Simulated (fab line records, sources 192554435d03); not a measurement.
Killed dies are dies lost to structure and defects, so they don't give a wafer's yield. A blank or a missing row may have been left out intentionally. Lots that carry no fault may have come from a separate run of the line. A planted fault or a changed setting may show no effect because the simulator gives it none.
Matching of chambers + flow n5_finfet + N5_GATE_CUT_ETCH_37 on rie_diel-02 has 4 sister chambers
The step etches SOC in N2/H2, target depth 60 nm, overetch 12 nm, time 90 s. 7 wafers are shown with their chamber, then 8 later ones without.

== WAFERS PAIRED WITH THEIR CHAMBERS ==
| wafer  | chamber | throttle_valve_pct (%) | showerhead_plenum_p_Torr (Torr) |
|--------|---------|------------------------|---------------------------------|
| L077.6 | 3       | 18.14                  | 2.52                            |
| L079.6 | 2       | 17.63                  | 2.59                            |
| L086.4 | 3       | 18.17                  | 2.51                            |
| L091.1 | 0       | 17.44                  | 2.56                            |
| L091.2 | 2       | 17.65                  | 2.58                            |
| L091.6 | 0       | 17.47                  | 2.56                            |
| L090.2 | 1       | 17.65                  | 2.51                            |

== WAFERS WITHOUT THEIR CHAMBER ==
| wafer  | throttle_valve_pct (%) | showerhead_plenum_p_Torr (Torr) |
|--------|------------------------|---------------------------------|
| L090.4 | 17.46                  | 2.56                            |
| L090.5 | 18.19                  | 2.51                            |
| L092.1 | 18.18                  | 2.50                            |
| L092.4 | 17.67                  | 2.51                            |
| L092.6 | 18.18                  | 2.50                            |
| L096.4 | 17.23                  | 2.58                            |
| L096.5 | 18.19                  | 2.50                            |
| L096.6 | 17.47                  | 2.56                            |

== WHICH CHAMBER EACH ONE RAN IN ==
| wafer  | from the rows above | in truth                   |
|--------|---------------------|----------------------------|
| L090.4 | 0                   | 0                          |
| L090.5 | 3                   | 3                          |
| L092.1 | 3                   | 3                          |
| L092.4 | 1                   | 1                          |
| L092.6 | 3                   | 3                          |
| L096.4 | 0                   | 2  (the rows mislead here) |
| L096.5 | 3                   | 3                          |
| L096.6 | 0                   | 0                          |
Placed correctly: 7 of 8. Not placeable from these rows: 0. Number placed wrongly: 1.
How it was worked out, from the rows above alone: a wafer's distance from a chamber is the root of the sum, over the readings, of the square of ((its reading less the chamber's mean) divided by the reading's scatter). If the next closest chamber is less than 2 further off than the closest, the wafer can't be placed; otherwise it belongs to the closest. For every chamber, the mean is computed from those of its wafers that are shown. The scatter is the square root of a quotient: the sum, over the shown wafers, of each reading's squared deviation from its chamber's mean, divided by wafers minus chambers.
